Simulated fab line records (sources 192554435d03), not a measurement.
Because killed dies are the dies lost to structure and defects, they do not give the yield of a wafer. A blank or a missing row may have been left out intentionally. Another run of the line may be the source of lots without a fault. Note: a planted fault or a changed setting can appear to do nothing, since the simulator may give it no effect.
fab line records	flow n5Finfet	part 1 of 2: steps 1 to 20 of 29
[record] lots = 5	wafers = 15	lastDay = 19
route steps=1938 shown BEOL_M14@1744
lots that met no fault: taken from a fault-free run of the same line
startH: hours from the record's first day to the start of the lot's first wafer shown	waitH: hours elapsed since this lot's preceding step	" unchanged from the row above	L1.1+2: a single row standing in for several wafers	- no value, or no start was given	* or withheld: withheld	< > ~ a bound
route shown NAME@n: a module of which the file shows steps, and the number in the route of the first	usual: average and standard deviation across the fault-free wafers	same: alike in all rows	chamber/n: place in a boat	sites: each site's reading	_std_site: standard deviation of those values	_edge_site: inner sites' mean taken away from outer sites' mean	radiusMm: how far each site lies from the wafer's centre	mask NAME#n: copy n	behind: the most recent tool/chamber to have shaped the wafer	hold: why the lot went on hold/how many hours it stayed there/how the hold came to an end	device: the transistor (n, p or np) that didn't switch	end of line: at the end of the route, the tests of the same wafers	a step with no rows: only its recipe	killed: count of dies lost to structure and defects at first sort (not the wafer's yield)	map: per-die view of a wafer (x killed, . not killed, _ where there is no die)
set.NAME: the setting the step ran with; set.NAME@STEP: the setting that earlier step ran with	model.NAME: the simulator's own value behind a step, which no gauge read
lots seen at some steps along the route; tables by step, rows by wafer
services: from which hour (startH, from the record's first day; less than 0 if before it) a tool's chamber was out of use, for how many hours, and why
[[steps]]
[step N5_BEOL_M14_DEVELOP_27]
[recipe] developTimeS = 45	rinseLiquid = diw	dry = airSpin	devTempC = 21
lot.wafer	tool	chamber	startH	waitH
L091.2+4+5	lithoTrack-01	0	-	-
L093.2+4+6	lithoTrack-05	0	-	-
L092.1+2+6	lithoTrack-04	0	-	-
L095.2+3+4	lithoTrack-04	0	-	-
L097.2+4+6	lithoTrack-04	0	-	-
[step N5_BEOL_M14_HARDBAKE_32]
[recipe] tempC = 130	timeS = 120
[usual] plateTempC = 130.02/0.15
[same] timeS = 120
lot.wafer	tool	chamber	startH	waitH	plateTempC
L091.2	lithoTrack-01	0	-	-	129.83
L091.4	"	0	"	"	129.89
L091.5	"	0	"	"	129.98
L093.2	lithoTrack-05	0	-	-	130.18
L093.4	"	0	"	"	129.91
L093.6	"	0	"	"	130.09
L092.1	lithoTrack-04	0	-	-	129.93
L092.2	"	0	"	"	129.95
L092.6	"	0	"	"	130.10
L095.2	lithoTrack-04	0	-	-	130.01
L095.3	"	0	"	"	129.96
L095.4	"	0	"	"	130.24
L097.2	lithoTrack-04	0	-	-	129.93
L097.4	"	0	"	"	129.80
L097.6	"	0	"	"	129.72
[step N5_BEOL_M14_CD_MEAS_28]
[recipe] targetCdNm = 284.4	landingEnergyEv = 500	detector = seInlens
[usual] cdNm = 284.4/2.4
lot.wafer	tool	chamber	startH	waitH	cdNm
L091.2	cdSem-01	0	381.56	-	285.1
L091.4	"	0	"	"	285.8
L091.5	"	0	"	"	283.7
L093.2	cdSem-03	0	392.55	-	285.7
L093.4	"	0	"	"	280.5
L093.6	"	0	"	"	281.9
L092.1	cdSem-02	0	406.16	-	285.9
L092.2	"	0	"	"	286.6
L092.6	"	0	"	"	285.6
L095.2	cdSem-03	0	413.15	-	283.5
L095.3	"	0	"	"	287.6
L095.4	"	0	"	"	288.2
L097.2	cdSem-01	0	429.41	-	285.6
L097.4	"	0	"	"	282.5
L097.6	"	0	"	"	287.7
[step N5_BEOL_M14_OVL_MEAS_29]
[recipe] pointsPerWafer = 44
[usual] M14_OVL = 1/5.4
lot.wafer	tool	chamber	startH	waitH	M14_OVL[nm]
L091.2	overlay-02	0	381.59	0.0	5
L091.4	"	0	"	"	3
L091.5	"	0	"	"	-1
L093.2	overlay-02	0	392.58	0.0	7
L093.4	"	0	"	"	7
L093.6	"	0	"	"	5
L092.1	overlay-02	0	406.19	0.0	8
L092.2	"	0	"	"	1
L092.6	"	0	"	"	-4
L095.2	overlay-01	0	413.18	0.0	-5
L095.3	"	0	"	"	-7
L095.4	"	0	"	"	-10
L097.2	overlay-01	0	429.44	0.0	-1
L097.4	"	0	"	"	0
L097.6	"	0	"	"	8
[step N5_BEOL_M14_INSPECT_30]
[recipe] mode = adi	inspectInstrument = macro
[usual] rawDefectCount = 2.2/1.6
lot.wafer	tool	chamber	startH	waitH	rawDefectCount
L091.2	defectInspect-01	-	381.61	0.0	1
L091.4	"	-	"	"	0
L091.5	"	-	"	"	1
L093.2	defectInspect-01	-	392.61	0.0	4
L093.4	"	-	"	"	2
L093.6	"	-	"	"	3
L092.1	defectInspect-02	-	406.22	0.0	0
L092.2	"	-	"	"	0
L092.6	"	-	"	"	1
L095.2	defectInspect-02	-	413.20	0.0	1
L095.3	"	-	"	"	2
L095.4	"	-	"	"	0
L097.2	defectInspect-02	-	429.46	0.0	2
L097.4	"	-	"	"	1
L097.6	"	-	"	"	4
[step N5_BEOL_M14_DESCUM_33]
[recipe] chemistry = O2	timeS = 7.9	sourcePowerW = 50	biasPowerW = 20	pressureMtorr = 20	rfFrequencyHz = 2.712e+07	tempC = 40	o2FlowSccm = 225
[usual] drypumpMotorCurrentA = 5.7/0.44	oesProductAu = 0.83/0.083	rfVppV = 243.4/1.3	showerheadPlenumPTorr = 2.11/0.068	throttleValvePct = 20.40/0.25
[same] timeS = 7.9
lot.wafer	tool	chamber	startH	waitH	drypumpMotorCurrentA	oesProductAu	rfHoursCounterH	rfVppV	showerheadPlenumPTorr	throttleValvePct
L091.2	rieDiel-02	0	381.73	0.1	6.3	0.74	158	243.2	2.11	20.92
L091.4	"	3	"	"	5.7	0.83	69	242.4	2.06	20.44
L091.5	"	1	"	"	5.5	0.88	-	242.8	2.05	20.59
L093.2	rieDiel-03	3	392.64	0.0	4.8	0.83	83	243.6	2.19	20.14
L093.4	"	3	"	"	4.8	0.82	-	243.2	2.19	20.13
L093.6	"	1	"	"	5.8	0.89	-	242.0	2.04	20.05
L092.1	rieDiel-04	2	406.42	0.2	6.2	0.85	80	244.4	2.21	20.38
L092.2	"	3	"	"	6.0	0.81	101	244.0	2.11	20.55
L092.6	"	1	"	"	5.7	1.00	-	242.4	2.03	20.14
L095.2	rieDiel-04	0	413.24	0.0	5.8	0.90	36	243.2	2.14	20.13
L095.3	"	1	"	"	5.7	0.96	3	242.7	2.03	20.14
L095.4	"	3	"	"	6.0	0.82	103	242.9	2.11	20.57
L097.2	rieDiel-04	1	429.50	0.0	5.7	0.93	8	243.7	2.03	20.15
L097.4	"	3	"	"	6.0	0.80	109	242.8	2.11	20.57
L097.6	"	0	"	"	5.8	0.90	-	243.7	2.14	20.12
[step N5_BEOL_M14_ETCH_67]
[recipe] chemistry = CF4	target = SiARC	targetDepthA = 1430	timeS = 238.3	ionEnergyEv = 80	pressureMtorr = 40	sourceW = 545	biasW = 36	Ar_flow_sccm = 100	cf4FlowSccm = 100	ends = cleared
[usual] drypumpMotorCurrentA = 5.7/0.44	etchRfOnTimeS = 236/7.7	oesProductAu = 0.70/0.066	rfVppV = 184.2/1.1	showerheadPlenumPTorr = 2.16/0.061	throttleValvePct = 15.54/0.24
lot.wafer	tool	chamber	startH	waitH	drypumpMotorCurrentA	etchRfOnTimeS	oesProductAu	rfHoursCounterH	rfVppV	showerheadPlenumPTorr	throttleValvePct
L091.2	rieDiel-02	0	381.76	0.0	6.3	236	0.64	158	184.0	2.14	16.00
L091.4	"	3	"	"	5.7	238	0.71	69	182.7	2.08	15.42
L091.5	"	1	"	"	5.5	242	0.73	-	181.0	2.09	15.63
L093.2	rieDiel-03	3	392.68	0.0	4.8	240	0.69	83	186.1	2.25	15.50
L093.4	"	3	"	"	4.9	243	0.69	-	186.2	2.25	15.51
L093.6	"	1	"	"	5.8	249	0.73	-	184.4	2.09	15.16
L092.1	rieDiel-04	2	406.46	0.0	6.2	238	0.69	80	184.5	2.25	15.47
L092.2	"	3	"	"	6.0	243	0.68	101	183.3	2.14	15.64
L092.6	"	1	"	"	5.7	237	0.84	-	183.7	2.10	15.39
L095.2	rieDiel-04	0	413.27	0.0	5.8	224	0.78	36	185.1	2.18	15.23
L095.3	"	1	"	"	5.7	236	0.81	3	184.3	2.10	15.39
L095.4	"	3	"	"	6.0	248	0.68	103	185.7	2.14	15.64
L097.2	rieDiel-04	1	429.53	0.0	5.7	238	0.79	9	183.4	2.10	15.42
L097.4	"	3	"	"	6.0	242	0.68	109	184.0	2.14	15.66
L097.6	"	0	"	"	5.8	222	0.78	-	184.7	2.17	15.27
[step N5_BEOL_M14_ETCH_68]
[recipe] chemistry = N2/H2	target = SOC	maskMaterial = SiARC	sourceW = 3000	biasW = 350	tempC = 40	timeS = 450	ionEnergyEv = 200	pressureMtorr = 30	n2FlowSccm = 200	h2FlowSccm = 200
[usual] drypumpMotorCurrentA = 5.7/0.44	oesProductAu = 0.83/0.082	rfVppV = 524.5/2.3	showerheadPlenumPTorr = 2.57/0.081	throttleValvePct = 17.70/0.2
[same] timeS = 450
lot.wafer	tool	chamber	startH	waitH	drypumpMotorCurrentA	oesProductAu	rfHoursCounterH	rfVppV	showerheadPlenumPTorr	throttleValvePct
L091.2	rieDiel-02	0	381.91	0.1	6.3	0.74	158	523.6	2.51	17.89
L091.4	"	3	"	"	5.7	0.83	69	522.9	2.44	17.32
L091.5	"	1	"	"	5.5	0.87	-	522.4	2.50	17.96
L093.2	rieDiel-03	3	392.82	0.1	4.9	0.82	83	527.2	2.68	17.64
L093.4	"	3	"	"	4.8	0.81	-	527.8	2.68	17.65
L093.6	"	1	"	"	5.8	0.90	-	522.2	2.48	17.41
L092.1	rieDiel-04	2	406.61	0.1	6.2	0.83	80	526.8	2.67	17.65
L092.2	"	3	"	"	6.0	0.80	101	523.5	2.58	17.91
L092.6	"	1	"	"	5.7	0.98	-	524.2	2.51	17.67
L095.2	rieDiel-04	0	413.42	0.1	5.8	0.91	36	525.7	2.62	17.57
L095.3	"	1	"	"	5.7	0.96	3	522.4	2.51	17.68
L095.4	"	3	"	"	6.0	0.80	103	523.5	2.58	17.93
L097.2	rieDiel-04	1	429.68	0.1	5.7	0.93	9	523.8	2.51	17.68
L097.4	"	3	"	"	6.0	0.80	109	523.3	2.58	17.91
L097.6	"	0	"	"	5.8	0.90	-	524.3	2.61	17.58
[step N5_BEOL_M14_STRIP_69]
[recipe] chemistry = N2/H2	tempC = 40	n2FlowSccm = 200	h2FlowSccm = 200	rfFrequencyHz = 6e+07
lot.wafer	tool	chamber	startH	waitH
L091.2+4+5	rieDiel-02	0,3,1	382.17	0.1
L093.2+4+6	rieDiel-03	3,3,1	393.09	0.1
L092.1+2+6	rieDiel-04	2,3,1	406.87	0.1
L095.2+3+4	rieDiel-04	0,1,3	413.68	0.1
L097.2+4+6	rieDiel-04	1,3,0	429.94	0.1
[step N5_BEOL_M14_TRENCH_ETCH_34]
[recipe] chemistry = C4F8/O2/Ar	target = SiO2	targetDepthA = 5566.5	maskMaterial = SOC	heInnerTorr = 15	heOuterTorr = 30	timeS = 126.9	ionEnergyEv = 800	pressureMtorr = 20	sourceW = 1905	biasW = 2040	Ar_flow_sccm = 400	C4F8_flow_sccm = 16	O2_flow_sccm = 12
[usual] drypumpMotorCurrentA = 5.7/0.44	oesProductAu = 0.82/0.078	rfVppV = 2228/52	showerheadPlenumPTorr = 3.46/0.099	throttleValvePct = 30.85/0.27
[same] timeS = 126.9
lot.wafer	tool	chamber	startH	waitH	drypumpMotorCurrentA	oesProductAu	rfHoursCounterH	rfVppV	showerheadPlenumPTorr	throttleValvePct
L091.2	rieDiel-02	0	382.18	0.0	6.4	0.75	158	2172	3.43	31.31
L091.4	"	3	"	"	5.7	0.83	69	2188	3.34	30.66
L091.5	"	1	"	"	5.5	0.87	-	2231	3.37	31.18
L093.2	rieDiel-03	3	393.10	0.0	4.8	0.80	83	2333	3.62	30.71
L093.4	"	3	"	"	4.9	0.80	-	2334	3.62	30.73
L093.6	"	1	"	"	5.8	0.84	-	2192	3.36	30.58
L092.1	rieDiel-04	2	406.88	0.0	6.2	0.82	80	2209	3.62	30.90
L092.2	"	3	"	"	6.0	0.79	101	2301	3.43	30.75
L092.6	"	1	"	"	5.7	0.97	-	2220	3.41	31.06
L095.2	rieDiel-04	0	413.69	0.0	5.8	0.92	36	2163	3.48	30.45
L095.3	"	1	"	"	5.7	0.96	3	2218	3.41	31.08
L095.4	"	3	"	"	6.0	0.79	103	2300	3.43	30.75
L097.2	rieDiel-04	1	429.95	0.0	5.7	0.93	9	2220	3.41	31.06
L097.4	"	3	"	"	6.0	0.78	110	2300	3.43	30.76
L097.6	"	0	"	"	5.8	0.90	-	2162	3.48	30.46
[step N5_BEOL_M14_STRIP_70]
[recipe] chemistry = C4F8/O2/Ar	resist = SiARC	rfFrequencyHz = 6e+07
lot.wafer	tool	chamber	startH	waitH
L091.2+4+5	rieDiel-02	0,3,1	382.30	0.1
L093.2+4+6	rieDiel-03	3,3,1	393.21	0.1
L092.1+2+6	rieDiel-04	2,3,1	406.99	0.1
L095.2+3+4	rieDiel-04	0,1,3	413.81	0.1
L097.2+4+6	rieDiel-04	1,3,0	430.07	0.1
[step N5_BEOL_M14_OCD_MEAS_35]
[usual] trenchDepthNm = 561/18
lot.wafer	tool	chamber	startH	waitH	trenchDepthNm
L091.2	ocd-01	-	382.34	0.0	565
L091.4	"	-	"	"	562
L091.5	"	-	"	"	561
L093.2	ocd-01	-	393.25	0.0	544
L093.4	"	-	"	"	550
L093.6	"	-	"	"	530
L092.1	ocd-01	-	407.03	0.0	553
L092.2	"	-	"	"	541
L092.6	"	-	"	"	556
L095.2	ocd-01	-	413.85	0.0	603
L095.3	"	-	"	"	571
L095.4	"	-	"	"	545
L097.2	ocd-02	-	430.11	0.0	555
L097.4	"	-	"	"	536
L097.6	"	-	"	"	601
[step N5_BEOL_M14_STRIP_37]
[recipe] chemistry = O2	powerW = 600	tempC = 60	pressureMtorr = 30	rfFrequencyHz = 6e+07	biasPowerW = 0	overashFraction = 0.3	o2FlowSccm = 225
[usual] drypumpMotorCurrentA = 5.7/0.46	oesProductAu = 0.82/0.081	rfVppV = 3.7/1	showerheadPlenumPTorr = 2.12/0.067	throttleValvePct = 16.70/0.24
lot.wafer	tool	chamber	startH	waitH	drypumpMotorCurrentA	oesProductAu	rfHoursCounterH	rfVppV	showerheadPlenumPTorr	throttleValvePct
L091.2	rieDiel-03	1	383.13	0.8	5.8	0.89	32	4.0	2.04	16.21
L091.4	"	3	"	"	4.9	0.81	-	3.2	2.19	16.44
L091.5	"	1	"	"	5.8	0.89	-	4.1	2.04	16.24
L093.2	rieDiel-02	3	396.19	2.9	5.7	0.82	75	5.1	2.06	16.63
L093.4	"	1	"	"	5.4	0.86	65	2.8	2.05	16.77
L093.6	"	3	"	"	5.7	0.82	-	3.5	2.06	16.63
L092.1	rieDiel-02	3	407.14	0.1	5.7	0.83	80	1.5	2.06	16.65
L092.2	"	0	"	"	6.3	0.73	169	2.7	2.11	17.15
L092.6	"	3	"	"	5.7	0.81	-	2.6	2.06	16.63
L095.2	rieDiel-03	2	416.05	2.2	5.3	0.94	8	4.3	2.24	16.53
L095.3	"	3	"	"	4.8	0.81	92	3.3	2.19	16.48
L095.4	"	1	"	"	5.8	0.88	46	3.9	2.04	16.24
L097.2	rieDiel-02	0	431.94	1.8	6.3	0.72	177	5.2	2.10	17.16
L097.4	"	3	"	"	5.7	0.81	87	4.1	2.06	16.63
L097.6	"	0	"	"	6.3	0.73	-	4.9	2.10	17.14
[step N5_BEOL_M14_ETCH_38]
[recipe] chemistry = CF4/N2	target = SiCN	targetDepthA = 1065	taperDeg = 2	timeS = 120.6	ionEnergyEv = 150	maskMaterial = SiO2	pressureMtorr = 40	sourceW = 430	biasW = 70	Ar_flow_sccm = 100	cf4FlowSccm = 60	n2FlowSccm = 60
[usual] drypumpMotorCurrentA = 5.7/0.46	oesProductAu = 0.81/0.076	rfVppV = 382.9/1.9	showerheadPlenumPTorr = 2.22/0.067	throttleValvePct = 15.41/0.23
[same] timeS = 120.6
lot.wafer	tool	chamber	startH	waitH	drypumpMotorCurrentA	oesProductAu	rfHoursCounterH	rfVppV	showerheadPlenumPTorr	throttleValvePct
L091.2	rieDiel-03	1	-	-	5.8	0.87	32	381.5	2.16	15.01
L091.4	"	3	"	"	4.9	0.81	-	382.9	2.32	15.33
L091.5	"	1	"	"	5.8	0.87	-	381.2	2.16	15.02
L093.2	rieDiel-02	3	-	-	5.7	0.82	75	382.1	2.14	15.23
L093.4	"	1	"	"	5.5	0.85	65	380.9	2.16	15.50
L093.6	"	3	"	"	5.7	0.83	-	381.6	2.13	15.21
L092.1	rieDiel-02	3	-	-	5.7	0.82	80	381.5	2.13	15.21
L092.2	"	0	"	"	6.3	0.75	169	381.2	2.20	15.82
L092.6	"	3	"	"	5.7	0.82	-	380.9	2.13	15.22
L095.2	rieDiel-03	2	-	-	5.2	0.94	8	385.4	2.35	15.31
L095.3	"	3	"	"	4.8	0.79	92	385.4	2.32	15.37
L095.4	"	1	"	"	5.8	0.83	46	380.5	2.15	15.02
L097.2	rieDiel-02	0	-	-	6.3	0.74	177	383.1	2.20	15.82
L097.4	"	3	"	"	5.7	0.82	87	380.8	2.13	15.23
L097.6	"	0	"	"	6.3	0.74	-	383.0	2.20	15.83
[step N5_BEOL_M14_PRECLEAN_39]
[recipe] chemistry = residueRemover	timeS = 60	tempC = 40
[same] timeS = 60
lot.wafer	tool	chamber	startH	waitH
L091.2+4+5	wetBench-04	0,3,1	383.33	-
L093.2+4+6	wetBench-03	7,4,5	396.38	-
L092.1+2+6	wetBench-06	4,2,5	407.34	-
L095.2+3+4	wetBench-06	0,6,3	416.25	-
L097.2+4+6	wetBench-03	0,1,2	432.13	-
[step N5_BEOL_M14_SRD_40]
[recipe] timeS = 30	tempC = 23	rinseLiquid = diw	dry = n2Spin	spinRpm = 1500	dryTimeS = 30
[usual] doSupplyPpb = 10.01/0.098
[same] timeS = 30
lot.wafer	tool	chamber	startH	waitH	doSupplyPpb
L091.2	wetBench-04	0	383.35	0.0	10.05
L091.4	"	3	"	"	9.94
L091.5	"	1	"	"	9.99
L093.2	wetBench-03	7	396.40	0.0	10.16
L093.4	"	4	"	"	9.77
L093.6	"	5	"	"	9.92
L092.1	wetBench-06	4	407.35	0.0	9.83
L092.2	"	2	"	"	9.97
L092.6	"	5	"	"	10.04
L095.2	wetBench-06	0	416.27	0.0	10.03
L095.3	"	6	"	"	9.89
L095.4	"	3	"	"	10.10
L097.2	wetBench-03	0	432.15	0.0	9.93
L097.4	"	1	"	"	9.91
L097.6	"	2	"	"	10.02
[step N5_BEOL_M14_DEGAS_41]
[recipe] ambient = vacuum	tempC = 300	timeS = 60
[usual] heaterPowerW = 479/48	susceptorTempC = 300.03/0.18
[same] timeS = 60
lot.wafer	tool	chamber	startH	waitH	heaterPowerW	susceptorTempC
L091.2	pvdSputter-01	-	383.78	0.4	487	300.06
L091.4	"	-	"	"	476	300.20
L091.5	"	-	"	"	472	299.93
L093.2	pvdSputter-02	-	396.64	0.2	430	299.97
L093.4	"	-	"	"	425	300.45
L093.6	"	-	"	"	445	300.01
L092.1	pvdSputter-01	-	407.62	0.3	602	299.96
L092.2	"	-	"	"	466	300.15
L092.6	"	-	"	"	509	299.91
L095.2	pvdSputter-02	-	416.82	0.5	439	300.20
L095.3	"	-	"	"	444	299.84
L095.4	"	-	"	"	418	299.98
L097.2	pvdSputter-03	-	432.85	0.7	430	299.98
L097.4	"	-	"	"	509	299.84
L097.6	"	-	"	"	509	299.64
[step N5_BEOL_M14_PRE_CLEAN_42]
[recipe] gas = H2/He	timeS = 30	tempC = 300
[usual] heaterPowerW = 479/49	susceptorTempC = 300.01/0.2
[same] timeS = 30
lot.wafer	tool	chamber	startH	waitH	heaterPowerW	susceptorTempC
L091.2	pvdSputter-01	-	383.82	0.0	500	299.89
L091.4	"	-	"	"	461	300.05
L091.5	"	-	"	"	467	299.87
L093.2	pvdSputter-02	-	396.68	0.0	443	300.02
L093.4	"	-	"	"	424	299.66
L093.6	"	-	"	"	447	300.07
L092.1	pvdSputter-01	-	407.66	0.0	601	299.72
L092.2	"	-	"	"	469	299.93
L092.6	"	-	"	"	510	300.24
L095.2	pvdSputter-02	-	416.86	0.0	431	299.93
L095.3	"	-	"	"	438	300.07
L095.4	"	-	"	"	414	299.98
L097.2	pvdSputter-03	-	432.89	0.0	435	299.97
L097.4	"	-	"	"	492	300.06
L097.6	"	-	"	"	509	300.24
[step N5_BEOL_M14_SPUTTER_43]
[recipe] material = TaN	targetThkA = 150	tempC = 50	biasV = 168.6	powerW = 15000	chamberPressurePa = 0.12	timeS = 24.19
[usual] susceptorTempC = 50.00/0.12	throttleValvePct = 30.1/1.3
[same] timeS = 24.19
lot.wafer	tool	chamber	startH	waitH	susceptorTempC	throttleValvePct
L091.2	pvdSputter-01	-	383.86	0.0	49.99	30.5
L091.4	"	-	"	"	49.77	32.7
L091.5	"	-	"	"	49.64	33.0
L093.2	pvdSputter-02	-	396.72	0.0	50.01	31.5
L093.4	"	-	"	"	50.01	30.0
L093.6	"	-	"	"	49.96	31.3
L092.1	pvdSputter-01	-	407.70	0.0	50.00	31.3
L092.2	"	-	"	"	49.84	32.5
L092.6	"	-	"	"	49.98	30.8
L095.2	pvdSputter-02	-	416.90	0.0	50.26	28.8
L095.3	"	-	"	"	50.02	31.4
L095.4	"	-	"	"	49.98	29.9
L097.2	pvdSputter-03	-	432.93	0.0	49.99	27.9
L097.4	"	-	"	"	50.00	29.3
L097.6	"	-	"	"	49.93	28.9
[step N5_BEOL_M14_SPUTTER_44]
[recipe] material = Ta	targetThkA = 150	tempC = 50	biasV = 80	powerW = 15000	chamberPressurePa = 0.07	timeS = 24.19
[usual] susceptorTempC = 50.01/0.11	throttleValvePct = 30.2/1.3
[same] timeS = 24.19
lot.wafer	tool	chamber	startH	waitH	susceptorTempC	throttleValvePct
L091.2	pvdSputter-01	-	383.94	0.0	49.96	30.6
L091.4	"	-	"	"	49.94	32.4
L091.5	"	-	"	"	50.09	33.0
L093.2	pvdSputter-02	-	396.80	0.0	49.87	31.3
L093.4	"	-	"	"	50.05	30.4
L093.6	"	-	"	"	49.97	31.4
L092.1	pvdSputter-01	-	407.78	0.0	50.04	31.0
L092.2	"	-	"	"	50.07	33.0
L092.6	"	-	"	"	50.03	30.6
L095.2	pvdSputter-02	-	416.98	0.0	50.00	28.7
L095.3	"	-	"	"	49.92	31.5
L095.4	"	-	"	"	49.78	30.0
L097.2	pvdSputter-03	-	433.01	0.0	49.94	27.9
L097.4	"	-	"	"	49.95	29.2
L097.6	"	-	"	"	50.18	28.8
